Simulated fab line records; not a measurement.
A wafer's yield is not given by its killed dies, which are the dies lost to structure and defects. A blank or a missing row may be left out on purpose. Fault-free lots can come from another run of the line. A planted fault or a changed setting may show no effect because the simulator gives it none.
One fault through the eyes of 2 desks    flow n5_finfet    each desk holds nothing but its own numbers, with what lay behind them at the end

THE METROLOGY DESK
Lot by lot, what the gauges showed, no matter which tool ran the lot: averages of those sampled wafers that carry a number. The brackets show how far a lot's mean lies from the usual mean; more than 4 standard deviations puts the lot out of limits, marked OUT. Of its 11 readings 7 are shown: those that lie furthest out on some lot.
Columns: A = DIBL_N at N5_BEOL_M4_RC_MEAS_101, usual 35.9 mV/V; B = IOFF_P at N5_BEOL_M4_RC_MEAS_101, usual 0.208 nA/um; C = ION_N at N5_BEOL_M4_RC_MEAS_101, usual 672 uA/um; D = ION_P at N5_BEOL_M4_RC_MEAS_101, usual 462 uA/um; E = SS_N at N5_BEOL_M4_RC_MEAS_101, usual 71.5 mV/dec; F = VT_P at N5_BEOL_M4_RC_MEAS_101, usual -250.5 mV; G = cd_nm at N5_BEOL_M10_CD_MEAS_18, usual 70.2 nm
lot   first seen here  A     B      C    D    E     F       G
L232  day 9 02:06      34.0  0.203  668  462  71.5  -251.1  70.2
L233  day 9 08:19      37.0  0.265  677  472  72.2  -245.5  70.5
L239  day 10 11:12     36.8  0.206  682  465  71.6  -249.7  70.0
L238  day 10 15:32     35.6  0.187  665  454  71.2  -254.6  70.0
L240  day 10 20:38     35.4  0.207  668  464  71.4  -246.3  70.1
L247  day 12 15:20     34.7  0.169  669  456  71.3  -255.1  69.5
L249  day 13 15:25     33.9  0.216  674  468  70.9  -247.3  70.3
L248  day 13 16:50     35.5  0.195  675  459  71.2  -250.0  70.6
L251  day 14 01:19     36.7  0.221  687  467  71.5  -249.1  70.5
L252  day 14 04:28     35.4  0.191  671  462  71.2  -252.8  70.9
This desk found nothing out of limits on any of the 10 lots.

TOOL OWNER'S DESK, rie_diel-03
The tool's own readings at N5_BEOL_M10_VIA_ETCH_34 (etches SiCOH lowk in C4F6/O2, target depth 184.5 nm, time 69.2 s): means of the sampled wafers that have a number, for each lot that ran on this tool. The brackets show how far a lot's mean lies from the usual mean; more than 4 standard deviations puts the lot out of limits, marked OUT.
Columns: A = drypump_motor_current_A at N5_BEOL_M10_VIA_ETCH_34, usual 5.9 A; B = oes_product_au at N5_BEOL_M10_VIA_ETCH_34, usual 0.83 a.u.; C = rf_vpp_V at N5_BEOL_M10_VIA_ETCH_34, usual 664 V; D = run_length_s at N5_BEOL_M10_VIA_ETCH_34, usual 92.4 s; E = showerhead_plenum_p_Torr at N5_BEOL_M10_VIA_ETCH_34, usual 2.84 Torr; F = throttle_valve_pct at N5_BEOL_M10_VIA_ETCH_34, usual 20.9 %
lot   first seen here  A    B     C    D               E     F
L240  day 12 21:50     5.9  0.86  661  92.2            2.76  20.9
L238  day 13 00:08     6.0  0.80  661  92.2            2.67  20.9
L247  day 15 01:32     5.8  0.82  661  76.6 (-35) OUT  2.75  21.0
L248  day 15 19:20     6.0  0.75  663  76.8 (-35) OUT  2.82  21.3
L249  day 16 04:21     5.9  0.82  663  76.5 (-35) OUT  2.87  21.0
Finding of this desk: L247, L248, L249 out of limits; the first was L247 at day 15 01:32, on run_length_s at N5_BEOL_M10_VIA_ETCH_34. L240, L238 stayed within limits.

BROUGHT TOGETHER
At day 15 01:32, on L247, L248, L249, the tool owner's desk was in a position to raise an alarm.
Metrology desk: nothing out of limits seen.
The metrology desk has L247, L248, L249 on record, within its limits.
All the named lots went through N5_BEOL_M10_VIA_ETCH_34 on rie_diel-03.

WHAT WAS PUT IN BY THE SIMULATOR
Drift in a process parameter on rie_diel-03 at N5_BEOL_M10_VIA_ETCH_34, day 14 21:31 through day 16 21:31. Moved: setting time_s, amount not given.
Lots struck among those shown: L247, L248, L249.
Hours from the fault's start to each desk's first reading out of limits: the tool owner's desk, 4.
